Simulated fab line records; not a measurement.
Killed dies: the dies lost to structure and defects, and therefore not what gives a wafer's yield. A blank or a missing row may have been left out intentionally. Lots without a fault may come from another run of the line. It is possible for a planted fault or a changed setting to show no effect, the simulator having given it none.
fab line records	flow n5-finfet
[record] lots = 7	wafers = 39
route steps=1938 shown FIN_SAQP@96 SPACER0@260 SD_EPI_N@262 HKMG_FIN@401 MOL_CONTACT_COAG@579
start-h: hours from the record's first day to the start of the lot's first wafer shown	wait-h: hours elapsed since this lot's preceding step	" the same as in the row above	L1.1+2: a row that stands for several wafers	- no value, or no start given	* or withheld: withheld	< > ~ a bound
route shown NAME@n: NAME is a module with steps in the file, n the number in the route of the first one	usual: average and standard deviation across the fault-free wafers	same: alike in all rows	chamber/n: place in a boat	sites: each site's reading	_std_site: how widely they spread, as a standard deviation	_edge_site: inner sites' mean taken away from outer sites' mean	radius-mm: for every site, how far away it sits from the centre of the wafer	mask NAME#n: copy n	behind: the last tool/chamber to shape the wafer	hold: reason for holding the lot/hours on hold/outcome of the hold	device: whichever transistor did not switch (one of n, p or np)	end of line: the tests these same wafers got at the end of their route	a step without rows: its recipe alone	killed: not the wafer's yield, but the dies lost to structure and defects at the first sort	map: the dies of a wafer, with x for killed, . for not killed, _ for no die there
set.NAME: the setting that was run; set.NAME@STEP: the one run at that earlier step	model.NAME: the simulator's own value behind a step, which no gauge read
lots with deliberately changed settings; one table per step, one row per wafer
[[steps]]
[step N5_FIN_SAQP_HM_DEP_03]
[recipe] material = SiNx	target-thk-a = 380	temp-c = 400	precursor = SiH4/NH3/N2	pressure-torr = 1.5	rf-w = 300	time-s = 33.6
lot.wafer	tool	chamber	start-h	wait-h	set.time-s	model.SiNx_of_FIN_SAQP_HM_DEP_03.thk-nm
L074.1	pecvd-04	2	20.85	0.2	33.6	37.81
L074.5	"	2	"	"	33.6	37.85
L074.6	"	0	"	"	33.6	38
L078.1	pecvd-01	2	45.57	0.2	51.63	58.55
L078.2	"	1	"	"	33.6	37.89
L078.3	"	0	"	"	33.6	37.67
L078.4	"	2	"	"	33.6	38.72
L078.5	"	0	"	"	51.63	58.74
L078.6	"	1	"	"	51.63	59.17
L079.1	pecvd-04	1	51.63	0.2	33.6	37.82
L079.2	"	0	"	"	33.6	37.97
L079.3	"	2	"	"	33.6	37.54
L079.4	"	0	"	"	33.6	38.37
L079.5	"	2	"	"	33.6	38.35
L079.6	"	1	"	"	33.6	38.85
L081.1	pecvd-01	2	63.74	0.2	33.6	37.9
L081.2	"	1	"	"	46.29	51.8
L081.3	"	0	"	"	46.29	52.14
L081.4	"	1	"	"	33.6	38.4
L081.5	"	0	"	"	46.29	52.8
L081.6	"	2	"	"	33.6	38.39
L084.1	pecvd-02	0	82.12	0.2	27.68	30.73
L084.2+4	"	2,0	"	"	27.68	31.48
L084.3	"	1	"	"	33.6	37.72
L084.5	"	2	"	"	33.6	38.81
L084.6	"	1	"	"	33.6	38.2
L094.1	pecvd-04	2	141.35	0.2	33.6	37.68
L094.2	"	0	"	"	33.6	37.7
L094.3	"	1	"	"	19.82	21.91
L094.4	"	2	"	"	33.6	37.59
L094.5	"	0	"	"	19.82	22.14
L094.6	"	1	"	"	19.82	22.11
L096.1	pecvd-04	0	152.59	0.3	24.17	27.69
L096.2	"	1	"	"	33.6	37.49
L096.3	"	2	"	"	33.6	37.58
L096.4	"	0	"	"	33.6	38.49
L096.5	"	1	"	"	24.17	27.12
L096.6	"	2	"	"	24.17	27.24
[step N5_FIN_SAQP_THK_MEAS_05]
[usual] thk-nm = 38.0/0.46
lot.wafer	tool	chamber	start-h	wait-h	set.time-s@FIN_SAQP_HM_DEP_03	thk-nm
L074.1	film-metro-02	-	20.94	0.1	33.6	37.8
L074.5	"	-	"	"	33.6	37.8
L074.6	"	-	"	"	33.6	38.0
L078.1	film-metro-02	-	45.66	0.1	51.63	58.5
L078.2	"	-	"	"	33.6	37.8
L078.3	"	-	"	"	33.6	37.7
L078.4	"	-	"	"	33.6	38.7
L078.5	"	-	"	"	51.63	58.8
L078.6	"	-	"	"	51.63	59.2
L079.1	film-metro-02	-	51.71	0.1	33.6	37.8
L079.2	"	-	"	"	33.6	38.0
L079.3	"	-	"	"	33.6	37.5
L079.4	"	-	"	"	33.6	38.3
L079.5	"	-	"	"	33.6	38.4
L079.6	"	-	"	"	33.6	38.8
L081.1	film-metro-02	-	63.82	0.1	33.6	37.9
L081.2	"	-	"	"	46.29	51.8
L081.3	"	-	"	"	46.29	52.1
L081.4	"	-	"	"	33.6	38.4
L081.5	"	-	"	"	46.29	52.8
L081.6	"	-	"	"	33.6	38.4
L084.1	film-metro-01	-	82.21	0.1	27.68	30.7
L084.2	"	-	"	"	27.68	31.5
L084.3	"	-	"	"	33.6	37.7
L084.4	"	-	"	"	27.68	31.5
L084.5	"	-	"	"	33.6	38.8
L084.6	"	-	"	"	33.6	38.2
L094.1	film-metro-02	-	141.44	0.1	33.6	37.7
L094.2	"	-	"	"	33.6	37.7
L094.3	"	-	"	"	19.82	22.0
L094.4	"	-	"	"	33.6	37.6
L094.5	"	-	"	"	19.82	22.1
L094.6	"	-	"	"	19.82	22.1
L096.1	film-metro-01	-	152.68	0.1	24.17	27.7
L096.2	"	-	"	"	33.6	37.5
L096.3	"	-	"	"	33.6	37.6
L096.4	"	-	"	"	33.6	38.5
L096.5	"	-	"	"	24.17	27.1
L096.6	"	-	"	"	24.17	27.3
[step N5_FIN_SAQP_PECVD_47]
[recipe] material = a-Si	target-thk-a = 450	temp-c = 400	precursor = SiH4/He	pressure-torr = 3	rf-w = 100	time-s = 36.3
[step N5_FIN_SAQP_PECVD_48]
[recipe] material = SiNx	target-thk-a = 250	temp-c = 400	precursor = SiH4/NH3/N2	pressure-torr = 1.5	rf-w = 300	time-s = 22.1
[step N5_FIN_SAQP_MANDREL2_REMOVE_60]
[recipe] chemistry = HBr/Cl2/O2	bt-time-s = 10	target = a-Si	stop-on = SiNx	endpoint = OES-SiCl	over-etch-frac = 1	icp-w = 600	bias-w = 22	HBr_flow_sccm = 150	Cl2_flow_sccm = 80	O2_flow_sccm = 5	pressure-mtorr = 10
[step N5_FIN_SAQP_HM_OPEN_33]
[recipe] chemistry = CH3F/O2	target = SiNx	mask-material = SiO2	target-depth-a = 494	time-s = 70.6	pressure-mtorr = 30	source-w = 395	bias-w = 73	Ar_flow_sccm = 150	CH3F_flow_sccm = 30	O2_flow_sccm = 20	ion-energy-ev = 120	ends = cleared
[usual] etch-rf-on-time-s = 69.6/1.1
lot.wafer	tool	chamber	start-h	wait-h	set.time-s@FIN_SAQP_HM_DEP_03	etch-rf-on-time-s	model.etch.depth-nm
L074.1	rie-diel-02	1	26.47	0.0	33.6	70.1	37.18
L074.5	"	1	"	"	33.6	70.6	37.23
L074.6	"	0	"	"	33.6	70.9	37.38
L078.1	rie-diel-04	1	50.30	0.1	51.63	106.7	57.9
L078.2	"	0	"	"	33.6	69.9	37.26
L078.3	"	3	"	"	33.6	68.6	36.82
L078.4	"	1	"	"	33.6	70.1	38.09
L078.5	"	0	"	"	51.63	108.0	57.89
L078.6	"	3	"	"	51.63	109.6	58.55
L079.1	rie-diel-05	3	56.54	0.3	33.6	70.1	36.97
L079.2	"	0	"	"	33.6	68.7	37.31
L079.3	"	1	"	"	33.6	68.8	36.92
L079.4	"	2	"	"	33.6	70.3	37.74
L079.5	"	3	"	"	33.6	71.3	37.7
L079.6	"	2	"	"	33.6	70.7	38.23
L081.1	rie-diel-04	2	70.07	0.1	33.6	68.3	37.28
L081.2	"	0	"	"	46.29	95.1	50.92
L081.3	"	1	"	"	46.29	94.9	51.51
L081.4	"	3	"	"	33.6	70.0	37.69
L081.5	"	0	"	"	46.29	96.9	51.92
L081.6	"	1	"	"	33.6	68.8	37.68
L084.1	rie-diel-02	3	91.90	0.1	27.68	55.3	30.08
L084.2	"	1	"	"	27.68	57.1	30.79
L084.3	"	0	"	"	33.6	68.9	37.1
L084.4	"	2	"	"	27.68	57.4	30.85
L084.5	"	0	"	"	33.6	71.7	38.18
L084.6	"	3	"	"	33.6	68.8	37.55
L094.1	rie-diel-05	2	145.85	0.1	33.6	68.2	37.05
L094.2	"	1	"	"	33.6	68.5	37.07
L094.3	"	0	"	"	19.82	39.6	21.21
L094.4	"	3	"	"	33.6	68.8	36.7
L094.5	"	1	"	"	19.82	40.2	21.51
L094.6	"	2	"	"	19.82	39.6	21.48
L096.1	rie-diel-04	1	157.57	0.0	24.17	51.7	27.07
L096.2	"	2	"	"	33.6	69.9	36.86
L096.3	"	3	"	"	33.6	71.6	36.87
L096.4	"	0	"	"	33.6	71.9	37.6
L096.5	"	0	"	"	24.17	50.5	26.49
L096.6	"	3	"	"	24.17	50.3	26.53
[step N5_SPACER0_ALD_08]
[recipe] material = SiNx	target-thk-a = 20	temp-c = 400	ald-precursor-family = SiH2I2	ald-co-reactant = N2/H2-plasma	pressure-torr = 2
lot.wafer	tool	chamber	start-h	wait-h	set.target-thk-a	model.SiNx_of_SPACER0_ALD_08.thk-nm
L074.1+5+6	ald-sin-04	0,1,0	49.18	0.1	20	2
L078.1+2+4	ald-sin-02	3,1,2	71.83	0.1	28.09	2.8
L078.3+5+6	"	0,0,3	"	"	20	2
L079.1+2+3	ald-sin-04	1,3,2	78.75	0.1	8.098	0.8
L079.4+5+6	"	0,0,3	"	"	20	2
L081.1+4+5	ald-sin-04	0,3,2	95.27	0.1	20	2
L081.2+3+6	"	2,3,0	"	"	26.3	2.6
L084.1+3+5	ald-sin-01	2,1,1	119.05	0.1	13.21	1.4
L084.2+4+6	"	3,0,2	"	"	20	2
L094.1+5+6	ald-sin-04	2,3,2	169.46	0.1	20	2
L094.2	"	0	"	"	9.051	0.8
L094.3+4	"	1,3	"	"	9.051	1
L096.1+2+3+4+5+6	ald-sin-01	3,1,0,2,3,0	178.85	0.1	20	2
[step N5_SD_EPI_N_COAT_32]
[recipe] resist = SOC	temp-c = 250	time-s = 60	spin-rpm = 1500	resist-thk-nm = 350
[step N5_SD_EPI_N_SD_RECESS_17]
[recipe] chemistry = HBr/Cl2/O2	target-depth-a = 410	mask-material = SOC	time-s = 23.7	bt-time-s = 3	pressure-mtorr = 10	icp-w = 800	bias-w = 112	HBr_flow_sccm = 150	Cl2_flow_sccm = 80	O2_flow_sccm = 12
[step N5_SD_EPI_N_STRIP_38]
[recipe] chemistry = N2/H2	power-w = 1000	temp-c = 250	h2-frac = 0.65	overash-fraction = 0.3	pressure-mtorr = withheld	n2-flow-sccm = 1750	h2-flow-sccm = 3250
[step N5_SD_EPI_N_WET_ETCH_43]
[recipe] chemistry = dHF	dilution = withheld	time-s = 14	target = SiO2	target-depth-a = 15	temp-c = 25
lot.wafer	tool	chamber	start-h	wait-h	set.target-thk-a@SPACER0_ALD_08	model.SiNx_of_SPACER0_ALD_08.thk-nm
L074.1+5+6	wet-bench-06	1,3,5	51.04	-	20	1.6
L078.1+2+4	wet-bench-06	5,1,0	73.75	-	28.09	2.4
L078.3+5+6	"	4,2,3	"	"	20	1.6
L079.1+2+3	wet-bench-01	3,1,7	80.93	-	8.098	0.4
L079.4	"	2	"	"	20	1.4
L079.5+6	"	0,4	"	"	20	1.6
L081.1+4+5	wet-bench-05	4,1,3	96.65	-	20	1.6
L081.2+3+6	"	2,0,5	"	"	26.3	2.2
L084.1+3+5	wet-bench-06	2,5,1	120.44	-	13.21	0.8
L084.2+4+6	"	0,7,6	"	"	20	1.6
L094.1+5+6	wet-bench-05	6,2,7	170.93	-	20	1.6
L094.2+3+4	"	1,5,0	"	"	9.051	0.4
L096.1+2+3+4+5+6	wet-bench-06	3,0,7,1,2,6	180.36	-	20	1.6
[step N5_HKMG_FIN_DESCUM_53]
[recipe] chemistry = O2	time-s = 7.9	source-power-w = 50	bias-power-w = 20	pressure-mtorr = 20	rf-frequency-hz = 2.712e+07	temp-c = 40	resist = CAR-ArF	o2-flow-sccm = 225
lot.wafer	tool	chamber	start-h	wait-h	set.time-s	model.CAR-ArF_of_HKMG_FIN_COAT_43.thk-nm
L074.1+5	rie-diel-04	1	75.22	0.8	7.9	83.6
L074.6	"	0	"	"	7.9	83.8
L078.1+5	rie-diel-05	3,1	97.92	0.0	5.881	84.8
L078.2	"	0	"	"	5.881	84.6
L078.3+4+6	"	1,2,2	"	"	7.9	83.4
L079.1+5	rie-diel-02	2	105.80	0.0	7.9	83.4
L079.2+3+4+6	"	1,3,0,1	"	"	7.9	83.8
L081.1+5	rie-diel-05	1,0	119.61	0.0	5.72	85.4
L081.2+6	"	2,1	"	"	7.9	84
L081.3	"	0	"	"	5.72	85.6
L081.4	"	2	"	"	7.9	83.6
L084.1	rie-diel-05	2	142.28	0.0	3.387	86.6
L084.2+3	"	3,1	"	"	7.9	84.2
L084.4	"	0	"	"	7.9	84
L084.5+6	"	0,1	"	"	3.387	86.8
L094.1	rie-diel-04	0	192.70	0.3	7.9	83.6
L094.2	"	3	"	"	9.361	83
L094.3+6	"	2	"	"	9.361	82.8
L094.4	"	1	"	"	7.9	83.4
L094.5	"	1	"	"	7.9	83.8
L096.1	rie-diel-02	1	200.96	0.2	9.23	82.8
L096.2	"	2	"	"	7.9	83.4
L096.3+6	"	3,0	"	"	7.9	83.6
L096.4+5	"	0,3	"	"	9.23	83
[step N5_HKMG_FIN_ETCH_54]
[recipe] chemistry = CF4	target = SiARC	target-depth-a = 455	mask-material = CAR-ArF	time-s = 75.8	ion-energy-ev = 80	pressure-mtorr = 40	source-w = 545	bias-w = 36	Ar_flow_sccm = 100	cf4-flow-sccm = 100	ends = cleared
lot.wafer	tool	chamber	start-h	wait-h	set.time-s@HKMG_FIN_DESCUM_53	model.CAR-ArF_of_HKMG_FIN_COAT_43.thk-nm
L074.1	rie-diel-04	1	75.26	0.0	7.9	50.8
L074.5	"	1	"	"	7.9	51
L074.6	"	0	"	"	7.9	51.2
L078.1+5	rie-diel-05	3,1	97.95	0.0	5.881	52
L078.2	"	0	"	"	5.881	51.8
L078.3+4	"	1,2	"	"	7.9	50.8
L078.6	"	2	"	"	7.9	50.6
L079.1+5	rie-diel-02	2	105.84	0.0	7.9	50.8
L079.2+3+4+6	"	1,3,0,1	"	"	7.9	51.2
L081.1+5	rie-diel-05	1,0	119.65	0.0	5.72	52.6
L081.2+6	"	2,1	"	"	7.9	51.4
L081.3	"	0	"	"	5.72	52.8
L081.4	"	2	"	"	7.9	51
L084.1+5+6	rie-diel-05	2,0,1	142.32	0.0	3.387	54.2
L084.2+3	"	3,1	"	"	7.9	51.6
L084.4	"	0	"	"	7.9	51.4
L094.1	rie-diel-04	0	192.73	0.0	7.9	51
L094.2	"	3	"	"	9.361	50.4
L094.3	"	2	"	"	9.361	50
L094.4	"	1	"	"	7.9	50.6
L094.5	"	1	"	"	7.9	51.2
L094.6	"	2	"	"	9.361	50.2
L096.1	rie-diel-02	1	200.99	0.0	9.23	50.2
L096.2	"	2	"	"	7.9	50.6
L096.3+6	"	3,0	"	"	7.9	50.8
L096.4+5	"	0,3	"	"	9.23	50.4
[step N5_MOL_CONTACT_COAG_ALD_131]
[recipe] material = SiO2	target-thk-a = 50	temp-c = 100	ald-precursor-family = BDEAS	ald-co-reactant = O2-plasma	pulse-time-s = 1	co-reactant-pulse-time-s = 1	purge-time-s = 2	co-reactant-purge-time-s = 2	ald-cycles = 35	pressure-torr = 2
lot.wafer	tool	chamber	start-h	wait-h	set.ald-cycles	model.SiO2_of_MOL_CONTACT_COAG_ALD_131.thk-nm
L074.1+5+6	ald-sin-01	3,3,2	107.53	0.2	35	5
L078.1+3+5	ald-sin-01	2,0,2	124.03	0.1	35	5
L078.2+4+6	"	1,0,1	"	"	46	6.6
L079.1+3+6	ald-sin-03	2,0,2	129.72	0.1	35	5
L079.2+4+5	"	1,3,1	"	"	49	7
L081.1+3+6	ald-sin-01	3,0,0	143.32	0.1	41	5.8
L081.2+4+5	"	1,2,3	"	"	35	5
L084.1+3+4	ald-sin-01	1,0,2	172.90	0.4	54	7.8
L084.2+5+6	"	3,3,2	"	"	35	5
L094.1+2+6	ald-sin-02	2,1,2	220.42	0.1	50	7.2
L094.3+4+5	"	3,0,1	"	"	35	5
L096.1+2+5	ald-sin-02	2,3,1	229.20	0.1	22	3.2
L096.3+4+6	"	1,0,0	"	"	35	5
[[key]]
[split] step = N5_FIN_SAQP_HM_DEP_03	setting = time-s	stated = 33.6	by = wafer
[response] step = N5_FIN_SAQP_HM_DEP_03	reading = model.SiNx_of_FIN_SAQP_HM_DEP_03.thk-nm	change = +0.381	per = 1%	r = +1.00
[response] step = N5_FIN_SAQP_THK_MEAS_05	reading = thk-nm	change = *	per = 1%	r = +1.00
[response] step = N5_FIN_SAQP_HM_OPEN_33	reading = etch-rf-on-time-s	change = *	per = 1%	r = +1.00
[response] step = N5_FIN_SAQP_HM_OPEN_33	reading = model.etch.depth-nm	change = +0.38	per = 1%	r = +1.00
[split] step = N5_SPACER0_ALD_08	setting = target-thk-a	stated = 20	by = wafer
[response] step = N5_SPACER0_ALD_08	reading = model.SiNx_of_SPACER0_ALD_08.thk-nm	change = +0.0195	per = 1%	r = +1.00
[response] step = N5_SD_EPI_N_WET_ETCH_43	reading = model.SiNx_of_SPACER0_ALD_08.thk-nm	change = +0.0205	per = 1%	r = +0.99
[split] step = N5_HKMG_FIN_DESCUM_53	setting = time-s	stated = 7.9	by = wafer
[response] step = N5_HKMG_FIN_DESCUM_53	reading = model.CAR-ArF_of_HKMG_FIN_COAT_43.thk-nm	change = -0.0472	per = 1%	r = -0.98
[response] step = N5_HKMG_FIN_ETCH_54	reading = model.CAR-ArF_of_HKMG_FIN_COAT_43.thk-nm	change = -0.0456	per = 1%	r = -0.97
[split] step = N5_MOL_CONTACT_COAG_ALD_131	setting = ald-cycles	stated = 35	by = wafer
[response] step = N5_MOL_CONTACT_COAG_ALD_131	reading = model.SiO2_of_MOL_CONTACT_COAG_ALD_131.thk-nm	change = +0.0505	per = 1%	r = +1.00
